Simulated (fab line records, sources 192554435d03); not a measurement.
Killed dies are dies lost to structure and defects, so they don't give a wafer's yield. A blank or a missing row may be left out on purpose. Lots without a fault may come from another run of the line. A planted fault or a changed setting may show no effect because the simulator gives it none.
Split-lot experiment | flow n5_finfet | 7 lots, 21 wafers read, on a route of 1938 steps

THE SPLIT
At N5_BEOL_M12_COAT_58 (time 60 s, resist thk 89 nm), the setting spin_rpm was moved away from the recipe's 1500 rpm on 5 of the 21 wafers read, by +4.5% to +9.5%. The other wafers ran this setting at the recipe's value.

The reading is taken at the split's own step.

THE READING
BARC_of_BEOL_M12_COAT_58.thk_nm (the simulator's own value, which no gauge read), in nm, at N5_BEOL_M12_COAT_58 (time 60 s, resist thk 89 nm). The file gives no usual value for it. The 16 wafers here that ran the recipe average 89.3 nm, standard deviation 0.26 nm.

wafer  | tool, chamber at the split | spin_rpm as run, rpm | against the recipe | BARC_of_BEOL_M12_COAT_58.thk_nm, nm | against lot-mates on the recipe
L074.1 | litho_track-01, 0          | 1642                 | +9.5%              | 85.6                                | -3.6
L074.4 | litho_track-01, 0          | 1642                 | +9.5%              | 85.6                                | -3.6
L074.2 | litho_track-01, 0          | 1500                 | recipe             | 89.2                                | -
L077.1 | litho_track-01, 0          | 1500                 | recipe             | 89.4                                | -
L077.5 | litho_track-01, 0          | 1500                 | recipe             | 88.8                                | -
L077.6 | litho_track-01, 0          | 1500                 | recipe             | 89.2                                | -
L079.1 | litho_track-03, 0          | 1567                 | +4.5%              | 87.6                                | -1.7
L079.2 | litho_track-03, 0          | 1500                 | recipe             | 89.2                                | -
L079.3 | litho_track-03, 0          | 1500                 | recipe             | 89.4                                | -
L080.1 | litho_track-01, 0          | 1500                 | recipe             | 89.4                                | -
L080.4 | litho_track-01, 0          | 1500                 | recipe             | 89.2                                | -
L080.6 | litho_track-01, 0          | 1500                 | recipe             | 89.8                                | -
L084.2 | litho_track-01, 0          | 1626                 | +8.4%              | 85.8                                | -3.8
L084.6 | litho_track-01, 0          | 1626                 | +8.4%              | 85.8                                | -3.8
L084.3 | litho_track-01, 0          | 1500                 | recipe             | 89.6                                | -
L090.2 | litho_track-04, 0          | 1500                 | recipe             | 89.2                                | -
L090.4 | litho_track-04, 0          | 1500                 | recipe             | 89.6                                | -
L090.5 | litho_track-04, 0          | 1500                 | recipe             | 89.4                                | -
L092.1 | litho_track-03, 0          | 1500                 | recipe             | 89                                  | -
L092.2 | litho_track-03, 0          | 1500                 | recipe             | 89.2                                | -
L092.3 | litho_track-03, 0          | 1500                 | recipe             | 88.8                                | -

THE FIT
A straight line over all 21 wafers: BARC_of_BEOL_M12_COAT_58.thk_nm changes by -0.398 nm for each +1% of spin_rpm; r = -0.99; the points scatter about the line by 0.25 nm.
The same after taking each lot's own level away (the mean of its wafers on the recipe; 21 wafers): -0.41 nm for each +1%; r = -0.99; scatter 0.23 nm.
On that fit, the largest move of spin_rpm shifts the reading by 3.9 nm.
The lots' own levels span 89.00 to 89.60 nm, that is 2.3 times the standard deviation above.
So the lot-to-lot level changes the slope little: the two slopes agree.
Check: with one of the wafers moved furthest among these (+9.5%) left out of the fit, the line predicts -3.98 nm for it against its lot-mates. It came out at -3.6 nm against them.

OTHER SPLITS ON THESE WAFERS
These wafers also went through other splits before the reading. Each is held against what the fit with the lots' levels taken away leaves over:
other split on the same wafers    | wafers away from the commonest value | r with BARC_of_BEOL_M12_COAT_58.thk_nm (lot level and that fit taken away)
N5_BEOL_M8_TRENCH_ETCH_37 bias_w  | 5                                    | +0.08
N5_BEOL_M10_TRENCH_ETCH_37 time_s | 11                                   | -0.15
N5_BEOL_M10_ETCH_41 source_w      | 8                                    | -0.24

THE FILE'S OWN FIT
BARC_of_BEOL_M12_COAT_58.thk_nm changes by -0.409 nm for each +1% of spin_rpm, r = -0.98.
